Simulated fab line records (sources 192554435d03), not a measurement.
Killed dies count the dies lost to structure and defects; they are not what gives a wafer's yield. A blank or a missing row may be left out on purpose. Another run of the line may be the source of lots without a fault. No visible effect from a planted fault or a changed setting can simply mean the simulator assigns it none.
Which tool is to blame? | flow n5-finfet | 9 lots, 26 wafers sampled, at 5 steps of a route of 1938

== WHAT THE GAUGES READ, wafer by wafer ==
N5_BEOL_M4_RC_MEAS_101. Usual: DIBL_N 36.3 mV/V, standard deviation 1.7; DIBL_P 36.5 mV/V, standard deviation 1.8; IOFF_N 0.16 nA/um, standard deviation 0.033; IOFF_P 0.21 nA/um, standard deviation 0.037; ION_N 675 uA/um, standard deviation 11; ION_P 462 uA/um, standard deviation 7.9; SS_N 71.6 mV/dec, standard deviation 0.64; SS_P 73.3 mV/dec, standard deviation 0.68; VT_N 249 mV, standard deviation 3.3; VT_P -250 mV, standard deviation 3.3.
lot  | measured     | on        | DIBL_N (mV/V)  | DIBL_P (mV/V)  | IOFF_N (nA/um) | IOFF_P (nA/um) | ION_N (uA/um) | ION_P (uA/um) | SS_N (mV/dec)  | SS_P (mV/dec)  | VT_N (mV)   | VT_P (mV)      | flag
L787 | day 8 07:23  | prober-01 | 37.0 35.9 36.4 | 37.9 36.4 36.4 | 0.16 0.14 0.14 | 0.23 0.22 0.21 | 674 669 675   | 464 461 471   | 71.5 71.1 71.3 | 73.7 73.5 73.1 | 249 251 251 | -251 -250 -250 |
L788 | day 8 13:29  | prober-01 | 35.7 33.6 36.1 | 36.1 33.4 36.5 | 0.15 0.11 0.14 | 0.18 0.14 0.18 | 682 681 677   | 467 462 463   | 71.0 71.0 71.5 | 73.3 72.8 73.3 | 251 255 253 | -251 -257 -253 |
L792 | day 9 06:10  | prober-02 | 33.1 34.9 33.9 | 32.8 33.6 33.6 | 0.11 0.12 0.11 | 0.17 0.18 0.18 | 665 656 668   | 462 455 461   | 70.6 70.5 70.7 | 72.3 71.4 71.8 | 255 253 255 | -253 -250 -251 |
L795 | day 10 07:21 | prober-01 | 34.9 33.3      | 35.2 33.1      | 0.15 0.12      | 0.22 0.19      | 679 690       | 467 479       | 71.0 70.1      | 73.7 72.8      | 249 254     | -250 -249      |
L800 | day 11 16:40 | prober-02 | 37.0 38.1 39.1 | 36.3 37.1 38.9 | 0.17 0.19 0.21 | 0.24 0.24 0.27 | 677 675 686   | 463 462 465   | 71.6 72.2 72.7 | 73.4 73.7 73.8 | 249 248 248 | -248 -246 -248 |
L805 | day 13 00:05 | prober-02 | 33.4 35.3 34.3 | 33.1 34.8 33.9 | 0.13 0.16 0.14 | 0.17 0.19 0.18 | 682 677 672   | 465 462 459   | 71.4 71.3 71.9 | 72.7 73.6 73.2 | 251 247 250 | -254 -251 -252 |
L806 | day 13 03:38 | prober-02 | 40.0 38.2 37.6 | 40.9 38.7 37.9 | 0.28 0.23 0.21 | 0.27 0.24 0.22 | 717 695 687   | 475 461 459   | 72.9 73.1 71.7 | 74.6 74.5 73.4 | 241 242 245 | -250 -249 -251 |
L807 | day 13 10:11 | prober-02 | 36.2 37.3 37.5 | 35.1 36.3 37.0 | 0.14 0.16 0.16 | 0.17 0.18 0.20 | 662 677 673   | 447 458 458   | 71.2 72.1 71.5 | 73.8 73.9 74.2 | 253 249 247 | -251 -254 -253 |
L808 | day 13 10:06 | prober-01 | 33.2 36.3 36.8 | 33.6 37.7 38.6 | 0.12 0.18 0.19 | 0.16 0.21 0.22 | 669 678 677   | 452 461 458   | 71.2 71.9 72.1 | 72.4 74.4 74.3 | 252 248 246 | -256 -250 -253 |

== WHICH TOOL RAN EACH LOT (tool, then ch and the chambers of the sampled wafers, then the start) ==
lot  | N5_GATE_CUT_DESCUM_18              | N5_GATE_CUT_ETCH_36                | N5_GATE_CUT_CUT_ETCH_54           | N5_GATE_CUT_VAPOR_ETCH_48
L787 | rie-diel-04 ch 0,1,2, day 4 23:53  | rie-diel-04 ch 0,1,2, day 4 23:56  | rie-metal-02 ch 1, day 5 00:20    | rie-metal-02 ch 1, day 5 00:28
L788 | rie-diel-04 ch 0,3, day 5 04:58    | rie-diel-04 ch 0,3, day 5 05:01    | rie-metal-03 ch 0,1, day 5 05:25  | rie-metal-03 ch 0,1, day 5 05:32
L792 | rie-diel-02 ch 2,3, day 6 06:17    | rie-diel-02 ch 2,3, day 6 06:20    | rie-metal-02 ch 0,1, day 6 06:44  | rie-metal-02 ch 0,1, day 6 06:52
L795 | rie-diel-05 ch 0,3, day 7 02:43    | rie-diel-05 ch 0,3, day 7 02:46    | rie-metal-02 ch 0,1, day 7 03:10  | rie-metal-02 ch 0,1, day 7 03:17
L800 | rie-diel-02 ch 0,2,3, day 8 05:03  | rie-diel-02 ch 0,2,3, day 8 05:06  | rie-metal-01 ch 0,1, day 8 05:30  | rie-metal-01 ch 0,1, day 8 05:37
L805 | rie-diel-04 ch 0,1, day 9 14:01    | rie-diel-04 ch 0,1, day 9 14:04    | rie-metal-03 ch 0,1, day 9 14:28  | rie-metal-03 ch 0,1, day 9 14:35
L806 | rie-diel-04 ch 0,1, day 9 19:11    | rie-diel-04 ch 0,1, day 9 19:14    | rie-metal-01 ch 1, day 9 19:42    | rie-metal-01 ch 1, day 9 19:56
L807 | rie-diel-02 ch 0,1,2, day 10 01:18 | rie-diel-02 ch 0,1,2, day 10 01:22 | rie-metal-02 ch 0,1, day 10 01:46 | rie-metal-02 ch 0,1, day 10 01:53
L808 | rie-diel-05 ch 1,2,3, day 10 07:16 | rie-diel-05 ch 1,2,3, day 10 07:19 | rie-metal-01 ch 1, day 10 07:47   | rie-metal-01 ch 1, day 10 08:01
- N5_GATE_CUT_DESCUM_18: chemistry O2, time 7 s.
- N5_GATE_CUT_ETCH_36: etches SiARC in CF4, target depth 13 nm, time 21.7 s.
- N5_GATE_CUT_CUT_ETCH_54: etches TiN in Cl2/BCl3, target depth 96.7 nm.
- N5_GATE_CUT_VAPOR_ETCH_48: etches TiN in BCl3/Cl2.

== AS READ BY THE TOOLS THEMSELVES (means over the sampled wafers that have a number; for cases with no such wafer, the mark the record gives instead) ==
N5_GATE_CUT_DESCUM_18. Usual: drypump-motor-current-A 5.8 A, standard deviation 0.4; oes-product-au 0.76 a.u., standard deviation 0.057; rf-vpp-V 243.2 V, standard deviation 1.2; showerhead-plenum-p-Torr 2.09 Torr, standard deviation 0.062; throttle-valve-pct 20.50 %, standard deviation 0.18.
lot  | tool        | drypump-motor-current-A (A) | oes-product-au (a.u.) | rf-vpp-V (V) | showerhead-plenum-p-Torr (Torr) | throttle-valve-pct (%) | flag
L787 | rie-diel-04 | 5.5                         | 0.82                  | 242.9        | 2.08                            | 20.47                  |
L788 | rie-diel-04 | 5.3                         | 0.70                  | 242.8        | 2.05                            | 20.33                  |
L792 | rie-diel-02 | 6.0                         | 0.73                  | 243.5        | 2.11                            | 20.30                  |
L795 | rie-diel-05 | 6.0                         | 0.81                  | 242.9        | 2.08                            | 20.48                  |
L800 | rie-diel-02 | 6.0                         | 0.74                  | 242.3        | 2.11                            | 20.46                  |
L805 | rie-diel-04 | 5.2                         | 0.82                  | 244.0        | 2.08                            | 20.45                  |
L806 | rie-diel-04 | 5.2                         | 0.81                  | 243.3        | 2.08                            | 20.45                  |
L807 | rie-diel-02 | 6.0                         | 0.74                  | 242.2        | 2.09                            | 20.70                  |
L808 | rie-diel-05 | 5.9                         | 0.71                  | 242.7        | 2.12                            | 20.42                  |

N5_GATE_CUT_ETCH_36. Usual: drypump-motor-current-A 5.8 A, standard deviation 0.4; etch-rf-on-time-s 21.8 s, standard deviation 0.34; oes-product-au 0.65 a.u., standard deviation 0.047; rf-vpp-V 184.0 V, standard deviation 1.1; showerhead-plenum-p-Torr 2.14 Torr, standard deviation 0.057; throttle-valve-pct 15.69 %, standard deviation 0.14.
lot  | tool        | drypump-motor-current-A (A) | etch-rf-on-time-s (s) | oes-product-au (a.u.) | rf-vpp-V (V) | showerhead-plenum-p-Torr (Torr) | throttle-valve-pct (%) | flag
L787 | rie-diel-04 | 5.5                         | 21.8                  | 0.69                  | 184.0        | 2.13                            | 15.69                  |
L788 | rie-diel-04 | 5.3                         | 21.9                  | 0.61                  | 183.4        | 2.10                            | 15.54                  |
L792 | rie-diel-02 | 6.0                         | 21.7                  | 0.62                  | 183.6        | 2.16                            | 15.57                  |
L795 | rie-diel-05 | 6.1                         | 21.3                  | 0.71                  | 182.8        | 2.13                            | 15.68                  |
L800 | rie-diel-02 | 5.9                         | 21.8                  | 0.62                  | 184.5        | 2.15                            | 15.69                  |
L805 | rie-diel-04 | 5.2                         | 22.1                  | 0.69                  | 184.4        | 2.14                            | 15.67                  |
L806 | rie-diel-04 | 5.2                         | 22.5                  | 0.68                  | 183.3        | 2.14                            | 15.67                  |
L807 | rie-diel-02 | 6.0                         | 21.9                  | 0.63                  | 183.3        | 2.13                            | 15.83                  |
L808 | rie-diel-05 | 5.9                         | 21.9                  | 0.61                  | 183.9        | 2.17                            | 15.65                  |

N5_GATE_CUT_CUT_ETCH_54. Usual: drypump-motor-current-A 5.8 A, standard deviation 0.53; etch-rf-on-time-s 37.1 s, standard deviation 0.76; oes-product-au 0.61 a.u., standard deviation 0.058; throttle-valve-pct 22.40 %, standard deviation 0.2.
lot  | tool         | drypump-motor-current-A (A) | etch-rf-on-time-s (s) | oes-product-au (a.u.) | throttle-valve-pct (%) | flag
L787 | rie-metal-02 | 6.3                         | 37.4                  | 0.61                  | 22.74                  |
L788 | rie-metal-03 | 5.4                         | 36.5                  | 0.59                  | 22.44                  |
L792 | rie-metal-02 | 6.0                         | 32.5                  | 0.67                  | 22.48                  | OFF
L795 | rie-metal-02 | 6.1                         | 30.0                  | 0.71                  | 22.46                  | OFF
L800 | rie-metal-01 | 5.8                         | 37.5                  | 0.59                  | 22.23                  |
L805 | rie-metal-03 | 6.0                         | 36.0                  | 0.61                  | 22.41                  |
L806 | rie-metal-01 | 5.5                         | 38.4                  | 0.69                  | 22.18                  |
L807 | rie-metal-02 | 6.0                         | 37.3                  | 0.59                  | 22.60                  |
L808 | rie-metal-01 | 5.5                         | 38.1                  | 0.68                  | 22.19                  |

N5_GATE_CUT_VAPOR_ETCH_48. Usual: drypump-motor-current-A 5.8 A, standard deviation 0.53; oes-product-au 0.68 a.u., standard deviation 0.068.
lot  | tool         | drypump-motor-current-A (A) | oes-product-au (a.u.) | flag
L787 | rie-metal-02 | 6.3                         | 0.68                  |
L788 | rie-metal-03 | 5.4                         | 0.66                  |
L792 | rie-metal-02 | 6.0                         | 0.66                  |
L795 | rie-metal-02 | 6.1                         | 0.67                  |
L800 | rie-metal-01 | 5.8                         | 0.65                  |
L805 | rie-metal-03 | 6.1                         | 0.68                  |
L806 | rie-metal-01 | 5.5                         | 0.77                  |
L807 | rie-metal-02 | 6.0                         | 0.65                  |
L808 | rie-metal-01 | 5.5                         | 0.76                  |

== THE ANSWER, worked out from the rows above alone ==
Rule: a lot is off if the mean of its wafers that have a number lies more than 3 standard deviations from the usual mean. A lot without any number at a reading at which 4 lots or more have one is off too. The other lots that the step has rows for count as sound. After the gauges, taken in route order, come the tools' own readings; for these a lot's mean is taken, as printed above. The first step at which some lot is off is used, and at that step the reading that is off furthest; a lot without a number counts as furthest.
Off at N5_GATE_CUT_CUT_ETCH_54 (etch-rf-on-time-s): L792, L795.
If a tool, at that step or one of the process steps before it, ran each lot that is off and ran no sound lot following the first of them, it fits. None of those tried fits.

== WHAT HAD BEEN PUT IN BY THE SIMULATOR ==
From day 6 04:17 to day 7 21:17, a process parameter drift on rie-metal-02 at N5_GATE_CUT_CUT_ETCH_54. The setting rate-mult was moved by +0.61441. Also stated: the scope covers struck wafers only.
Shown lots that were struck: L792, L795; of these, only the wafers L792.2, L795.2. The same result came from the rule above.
